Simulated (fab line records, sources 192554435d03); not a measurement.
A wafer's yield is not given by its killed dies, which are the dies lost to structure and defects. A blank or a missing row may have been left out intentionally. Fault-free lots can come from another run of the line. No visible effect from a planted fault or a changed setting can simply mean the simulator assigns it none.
Which tool was responsible? + flow n5_finfet + 33 wafers sampled from 11 lots at 1 step of a route of 1938

## WHAT EACH GAUGE READ, for each wafer
N5_MIM_BOT_LITHO_INSPECT_12: inspects for defects (macro).
| lot  | measured     | on                | raw_defect_count |
|------|--------------|-------------------|------------------|
| L310 | day 12 23:47 | defect_inspect-01 | 1 0 4            |
| L308 | day 13 03:42 | defect_inspect-02 | 1 3 4            |
| L312 | day 13 19:59 | defect_inspect-01 | 0 3 6            |
| L313 | day 14 07:10 | defect_inspect-01 | 2 0 0            |
| L307 | day 14 11:22 | defect_inspect-02 | 1 3 4            |
| L322 | day 16 17:43 | defect_inspect-02 | 2 2 4            |
| L324 | day 17 00:55 | defect_inspect-02 | 0 0 1            |
| L325 | day 17 05:05 | defect_inspect-01 | 2 3 2            |
| L327 | day 18 10:14 | defect_inspect-01 | 2 6 0            |
| L328 | day 18 10:31 | defect_inspect-01 | 1 3 2            |
| L330 | day 18 16:41 | defect_inspect-01 | 3 4 2            |

## EACH LOT AND THE TOOL THAT RAN IT (in order: tool; ch and the chambers of the sampled wafers; start)
No process step before these readings appears in the record.

## THE ANSWER, worked out from the rows above alone
Rule: what is usual is taken from the lots themselves. The widest of any qualifying gaps counts: lots, ordered by their means at a reading, are off when they make up no more than a third of the lots, leave a main group of 4 or more, and stand apart from it by 3 or more times the standard deviation of that group's means. The tables above print the reading to a certain number of digits; a main group whose means all agree to those digits is not used. A lot without any number at a reading at which 4 lots or more have one is off too. Where the step has rows for the other lots, those lots are counted as sound.
Across all readings shown, no lot is off: no conclusion can be drawn from this.

## WHAT THE SIMULATOR HAD PUT IN
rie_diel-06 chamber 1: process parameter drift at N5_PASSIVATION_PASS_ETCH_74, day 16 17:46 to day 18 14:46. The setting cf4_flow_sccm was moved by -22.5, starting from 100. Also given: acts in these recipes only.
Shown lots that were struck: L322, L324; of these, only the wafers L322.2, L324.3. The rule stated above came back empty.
